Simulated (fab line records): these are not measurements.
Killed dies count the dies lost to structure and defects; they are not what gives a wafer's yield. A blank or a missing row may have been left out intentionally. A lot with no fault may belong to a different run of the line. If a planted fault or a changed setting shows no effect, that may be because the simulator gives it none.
A lot that was struck, set against a sound lot / flow n5-finfet / 38 out of 1938 route steps
Sound: wafers L985.2, L985.3, L985.4. Wafers struck: L991.2, L991.3. Last of all comes the cause.
Order at every step that has rows: each side's tool, ch and its chambers, its first start. Under that, the readings that differ: sound wafers / struck wafers / difference of the means / sigmas: that difference in standard deviations of wafers without a fault.
alike: same words and numbers on both sides, and readings whose means sit less than 2 such deviations apart. not compared: any withheld reading, any reading some wafer has no value for, any bound like >300 that may hide the same value, and any number with overlapping values for which the record gives no deviation.
Wherever a step has rows on one side only, a row that says differs or no value, or a row with sigmas, the two part there. Numbers that have no deviation but don't overlap get no sigmas and don't part them. Lack of a reading on every wafer of one side parts them only where that side has two or more wafers.

first, 9 steps without rows for these wafers: N5_SDB_ALD_29 (deposits SiNx, target thk 30 nm, pulse time 1 s, ald cycles 600); N5_SDB_CMP_30 (polishes, stops on poly-Si, t overpolish 1.54 s, target thk 30 nm); N5_DUMMY_REMOVAL_HM_STRIP_01 (strips SiNx in CH3F/O2, stops on poly-Si, target depth 4 nm, time 6.8 s); N5_DUMMY_REMOVAL_STRIP_10 (strips in N2/H2, time 40 s); N5_DUMMY_REMOVAL_PRECLEAN_07 (cleans in dHF, time 30 s); N5_DUMMY_REMOVAL_DUMMY_REMOVE_02 (chemistry TMAH, target poly-Si, stops on SiO2, target depth 142 nm, time 57 s, rinse time 30 s); N5_DUMMY_REMOVAL_PRECLEAN_08 (cleans in NF3:NH3, afs cycles 2, time 20 s, sublimation time 60 s); N5_DUMMY_REMOVAL_PRECLEAN_04 (cleans in DHF, time 37 s); N5_DUMMY_REMOVAL_SRD_05 (time 30 s).
N5_HKMG_FIN_IL_REGROW_00: material SiO2, chemistry O3, target thk 0.75 nm, time 30 s.
  sound on ald-hk-02 ch 0,2,3, day 6 13:05; struck on ald-hk-02 ch 0,1, day 7 21:24
then, 26 steps without rows for these wafers: N5_HKMG_FIN_HK_ALD_01 (deposits HfO2, target thk 1.6 nm, pulse time 3 s, purge time 3 s); N5_HKMG_FIN_HK_ANNEAL_02 (time 30 s); N5_HKMG_FIN_ALD_74 (deposits La2O3, target thk 0.5 nm, pulse time 6 s, co reactant pulse time 1 s); N5_HKMG_FIN_ALD_75 (deposits Al2O3, target thk 1 nm, co reactant pulse time 1 s); N5_HKMG_FIN_COAT_41 (time 60 s, resist thk 300 nm); N5_HKMG_FIN_COAT_42 (time 60 s, resist thk 35 nm); N5_HKMG_FIN_COAT_43 (resist thk 90 nm); N5_HKMG_FIN_EBR_45; N5_HKMG_FIN_SOFTBAKE_44 (time 60 s); N5_HKMG_FIN_EXPOSE_46 (exposes mask NDIPOLE); N5_HKMG_FIN_PEB_47 (peb time 60 s); N5_HKMG_FIN_DEVELOP_48 (develop time 30 s); N5_HKMG_FIN_DESCUM_53 (chemistry O2, time 7.9 s); N5_HKMG_FIN_ETCH_54 (etches SiARC in CF4, target depth 45.5 nm, time 75.8 s); N5_HKMG_FIN_ETCH_55 (etches SOC in N2/H2, target depth 240 nm, time 300 s); N5_HKMG_FIN_STRIP_56 (strips in N2/H2); N5_HKMG_FIN_STRIP_57 (strips in CF4); N5_HKMG_FIN_ETCH_58 (etches SOC in N2/H2, target depth 215.8 nm, time 741 s); N5_HKMG_FIN_STRIP_93 (strips SOC in N2/H2, time 20 s); N5_HKMG_FIN_WET_ETCH_76 (etches Al2O3 in dNH4OH, stops on La2O3, target depth 2.25 nm, rinse time 30 s); N5_HKMG_FIN_STRIP_60 (strips in N2/H2, time 360 s); N5_HKMG_FIN_WET_ETCH_77 (etches La2O3 in dHCl, stops on HfO2, target depth 2 nm); N5_HKMG_FIN_WET_ETCH_78 (etches Al2O3 in dNH4OH, stops on La2O3, target depth 4.5 nm, rinse time 30 s); N5_HKMG_FIN_ALD_79 (deposits TiN, target thk 1.5 nm, pulse time 1 s, purge time 3 s); N5_HKMG_FIN_CVD_62 (deposits a-Si from Si2H6, target thk 3 nm, time 20.8 s); N5_HKMG_FIN_RTA_80 (time 2 s).
-- record jumps: 4 days separate the struck wafers' starts on either side; left off in module HKMG_FIN, taken up again in module BEOL_M4, whose first shown step is the route's number 1111 --
N5_BEOL_M4_RC_MEAS_101:
  sound on prober-02 ch 0, day 10 05:02; struck on prober-01 ch 0, day 11 15:10
reading=EOT_N; sound=10.62 10.59 10.63; struck=9.91 9.98; difference=-0.67; sigmas=-7
reading=EOT_P; sound=10.53 10.60 10.56; struck=9.99 10.07; difference=-0.53; sigmas=-6
reading=IGATE_N (nA/um); sound=0.0125 0.0111 0.0114; struck=0.0310 0.0291; difference=+0.0184; sigmas=+9
reading=IGATE_P (nA/um); sound=0.0038 0.0033 0.0034; struck=0.0094 0.0089; difference=+0.0057; sigmas=+9
  alike: DIBL_N, DIBL_P, IOFF_N, IOFF_P, ION_N, ION_P, SS_N, SS_P, VT_N, VT_P
-- here the record skips 4 days between the struck wafers' starts before and after, leaving off in module BEOL_M4 and picking up in module PASSIVATION (first step shown: number 1936 of the route) --
N5_PASSIVATION_PROBE_49:
  struck on prober-02, day 16 00:04; sound on prober-02, day 14 11:40
reading=sort_bin_4_leakage (%); sound=0 0 0; struck=0.08; difference=+0.08; sigmas=+11
  alike: defect-limited-yield, killed_at_M0_to_M3, killed_at_M4_up, killed-at-contacts, killed-at-front-end, killed-at-other, killed-dies, killed-open, killed-short, sort_bin_5_function, sort_bin_6_memory, sort-n-pass, sort-yield-pct

## WHERE THEY PART
First at N5_BEOL_M4_RC_MEAS_101; last, within this record, at N5_PASSIVATION_PROBE_49.

WHY: whatever the simulator had introduced
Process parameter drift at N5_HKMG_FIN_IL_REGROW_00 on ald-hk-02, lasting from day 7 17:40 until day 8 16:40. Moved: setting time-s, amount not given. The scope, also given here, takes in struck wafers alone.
